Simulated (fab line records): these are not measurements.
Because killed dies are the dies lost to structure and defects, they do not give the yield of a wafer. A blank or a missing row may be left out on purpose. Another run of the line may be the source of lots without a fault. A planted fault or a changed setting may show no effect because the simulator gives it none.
Which tool was responsible? ; flow n5Finfet ; 27 wafers from 9 lots sampled at 5 of the route's 1938 steps

## WHAT THE GAUGES READ, wafer by wafer
The record holds no reading of a measuring or inspecting step that can be judged against a usual standard deviation.

## EACH LOT AND THE TOOL THAT RAN IT (in order: tool; ch and the chambers of the sampled wafers; start)
lot;N5_BEOL_M8_DESCUM_16;N5_BEOL_M8_ETCH_62;N5_BEOL_M8_ETCH_72;N5_BEOL_M8_STRIP_80;N5_PASSIVATION_PROBE_49
L497;rieDiel-02 ch 1,2, day 14 15:46;rieDiel-02 ch 1,2, day 14 15:52;rieDiel-05 ch 0,1, day 14 17:32;rieDiel-05 ch 0,1, no start;-
L498;rieDiel-04 ch 1,2,3, day 14 17:38;rieDiel-04 ch 1,2,3, day 14 17:43;rieDiel-02 ch 0,1,2, day 14 19:18;rieDiel-02 ch 0,1,2, no start;-
L500;rieDiel-05 ch 0,1,3, day 15 06:09;rieDiel-05 ch 0,1,3, day 15 06:14;rieDiel-05 ch 0,1,3, day 15 07:20;rieDiel-05 ch 0,1,3, no start;-
L499;rieDiel-04 ch 0,2, day 15 11:32;rieDiel-04 ch 0,2, day 15 11:37;rieDiel-04 ch 1,2, day 15 13:37;rieDiel-04 ch 1,2, day 18 18:57 or earlier;prober-02, day 18 18:57
L501;rieDiel-05 ch 0,1, day 15 11:43;rieDiel-05 ch 0,1, day 15 11:49;rieDiel-05 ch 1,3, day 15 13:44;rieDiel-05 ch 1,3, no start;-
L502;rieDiel-02 ch 0,3, day 15 15:37;rieDiel-02 ch 0,3, day 15 15:43;rieDiel-05 ch 1,3, day 15 17:31;rieDiel-05 ch 1,3, no start;-
L503;rieDiel-04 ch 0,1,3, day 15 18:51;rieDiel-04 ch 0,1,3, day 15 18:56;rieDiel-05 ch 0,1,2, day 15 21:19;rieDiel-05 ch 0,1,2, no start;-
L491;rieDiel-04 ch 0,1,2, day 17 00:44;rieDiel-04 ch 0,1,2, day 17 00:50;rieDiel-02 ch 0,2,3, day 17 04:19;rieDiel-02 ch 0,2,3, no start;-
L509;rieDiel-02 ch 0,1,3, day 17 01:09;rieDiel-02 ch 0,1,3, day 17 01:14;rieDiel-04 ch 0,1, day 17 04:38;rieDiel-04 ch 0,1, no start;-
- N5_BEOL_M8_DESCUM_16: chemistry O2, time 7.9 s.
- N5_BEOL_M8_ETCH_62: etches SOC in N2/H2, target depth 110 nm, overetch 22 nm, time 165 s.
- N5_BEOL_M8_ETCH_72: etches underlayer in N2/H2, target depth 6.5 nm, time 5.2 s.
- N5_BEOL_M8_STRIP_80: strips in N2/H2, time 10 s.
- N5_PASSIVATION_PROBE_49

## AS READ BY THE TOOLS THEMSELVES (means over the sampled wafers that have a number; for cases with no such wafer, the mark the record gives instead)
N5_BEOL_M8_DESCUM_16.
lot;tool;biasPowerW (W);drypumpMotorCurrentA (A);oesProductAu (a.u.);rfVppV (V);showerheadPlenumPTorr (Torr);throttleValvePct (%)
L497;rieDiel-02;20.03;5.2;0.69;243.0;2.06;20.68
L498;rieDiel-04;19.98;5.6;0.86;244.0;2.11;20.25
L500;rieDiel-05;20.00;6.0;0.73;242.8;2.09;20.39
L499;rieDiel-04;19.99;6.1;0.81;243.6;2.06;20.21
L501;rieDiel-05;20.03;6.2;0.77;241.1;2.05;20.34
L502;rieDiel-02;19.99;5.9;0.86;243.9;2.11;20.30
L503;rieDiel-04;20.07;5.6;0.90;243.4;2.10;20.11
L491;rieDiel-04;20.02;5.8;0.91;242.4;2.08;20.09
L509;rieDiel-02;19.97;5.9;0.77;243.3;2.09;20.44

N5_BEOL_M8_ETCH_62.
lot;tool;drypumpMotorCurrentA (A);h2FlowSccm (sccm);oesProductAu (a.u.);rfVppV (V);showerheadPlenumPTorr (Torr);throttleValvePct (%)
L497;rieDiel-02;5.2;200.2;0.58;523.2;2.51;18.15
L498;rieDiel-04;5.7;200.4;0.73;524.1;2.57;17.67
L500;rieDiel-05;6.0;199.7;0.62;522.9;2.53;17.77
L499;rieDiel-04;6.1;199.6;0.69;522.4;2.49;17.62
L501;rieDiel-05;6.2;200.3;0.65;521.7;2.48;17.65
L502;rieDiel-02;5.9;199.8;0.73;524.7;2.58;17.75
L503;rieDiel-04;5.5;199.9;0.76;524.4;2.56;17.54
L491;rieDiel-04;5.8;199.6;0.76;523.7;2.53;17.48
L509;rieDiel-02;5.9;199.8;0.66;524.3;2.54;17.88

N5_BEOL_M8_ETCH_72.
lot;tool;drypumpMotorCurrentA (A);etchRfOnTimeS (s);h2FlowSccm (sccm);oesProductAu (a.u.);rfVppV (V);showerheadPlenumPTorr (Torr);throttleValvePct (%)
L497;rieDiel-05;6.2;5.23;200.6;0.63;522.0;2.51;17.79
L498;rieDiel-02;5.6;5.27;199.5;0.61;524.1;2.52;18.06
L500;rieDiel-05;6.0;5.24;199.4;0.61;523.7;2.53;17.79
L499;rieDiel-04;5.6;5.23;199.9;0.72;525.0;2.57;17.63
L501;rieDiel-05;5.8;5.48;180.4;0.60;524.4;2.50;17.25
L502;rieDiel-05;5.8;5.43;179.3;0.61;524.7;2.50;17.25
L503;rieDiel-05;6.0;5.29;180.2;0.69;521.5;2.43;17.08
L491;rieDiel-02;5.6;5.22;200.2;0.66;523.7;2.54;17.96
L509;rieDiel-04;5.5;5.15;200.2;0.74;523.5;2.56;17.51

N5_BEOL_M8_STRIP_80.
lot;tool;biasPowerW (W);drypumpMotorCurrentA (A);oesProductAu (a.u.);rfVppV (V);showerheadPlenumPTorr (Torr);throttleValvePct (%)
L497;rieDiel-05;6.982;6.2;0.73;58.3;2.50;23.52
L498;rieDiel-02;6.977;5.6;0.72;60.2;2.52;23.83
L500;rieDiel-05;6.998;6.0;0.73;59.6;2.53;23.49
L499;rieDiel-04;6.998;5.7;0.84;60.5;2.56;23.37
L501;rieDiel-05;6.979;5.8;0.73;58.9;2.56;23.45
L502;rieDiel-05;6.981;5.8;0.74;59.3;2.56;23.44
L503;rieDiel-05;7.000;6.0;0.82;58.7;2.49;23.34
L491;rieDiel-02;6.994;5.6;0.77;59.4;2.54;23.79
L509;rieDiel-04;7.006;5.5;0.88;59.1;2.55;23.34

N5_PASSIVATION_PROBE_49.
lot;tool;defectLimitedYield (%);killed_at_M0_to_M3;killed_at_M4_up;killedAtContacts;killedAtFrontEnd;killedAtOther;killedDies;killedOpen;killedShort;sort_bin_5_function (%);sort_bin_6_memory (%);sortNPass;sortYieldPct (%)
L499;prober-02;91.8;35;11;14;30;7;97;60;36;5.0;3.0;1083;91.8

## THE ANSWER, worked out from the rows above alone
Rule: usual is defined by the lots themselves. Put in order of their means at a reading, lots are off if they are a third of the lots or fewer, leave a main group of 4 or more, and stand apart from it by a gap of 3 or more times the standard deviation of the main group's means; of several such gaps the widest counts. A main group whose means are all the same, to the digits that the tables above print for the reading, isn't used. A lot without any number at a reading at which 4 lots or more have one is off too. Any other lot the step has rows for is counted as sound. First the gauges in route order, then the tools' own readings, where a lot's mean is used as printed above. At the first step where some lot is off, the reading lying furthest off is the one used; lots without a number count as furthest.
Off: L501, L502, L503 (N5_BEOL_M8_ETCH_72, h2FlowSccm). For the main group the mean is 200.0 sccm and the standard deviation 0.42.
A tool fits if, at that step or a process step before it, it ran every lot that is off, and no sound lot after the first of them. One fits: rieDiel-05 at N5_BEOL_M8_ETCH_72. Its last sound lot is L500 (day 15 07:20), its first lot that is off L501 (day 15 13:44): a fault that began between those two fits.
On the lots that are off, the tool's own readings at N5_BEOL_M8_ETCH_72 differ by more than 5 times the standard deviation of the sound lots' means, which bears it out; h2FlowSccm reads 180.0 sccm there versus 200.0 sccm on the sound lots.

## WHAT THE SIMULATOR HAD PUT IN
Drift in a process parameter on rieDiel-05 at N5_BEOL_M8_ETCH_72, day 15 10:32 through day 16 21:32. A move of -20 in setting h2FlowSccm, from 200. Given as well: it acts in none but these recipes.
Lots struck among those shown: L501, L502, L503. The rule given above showed the same thing.
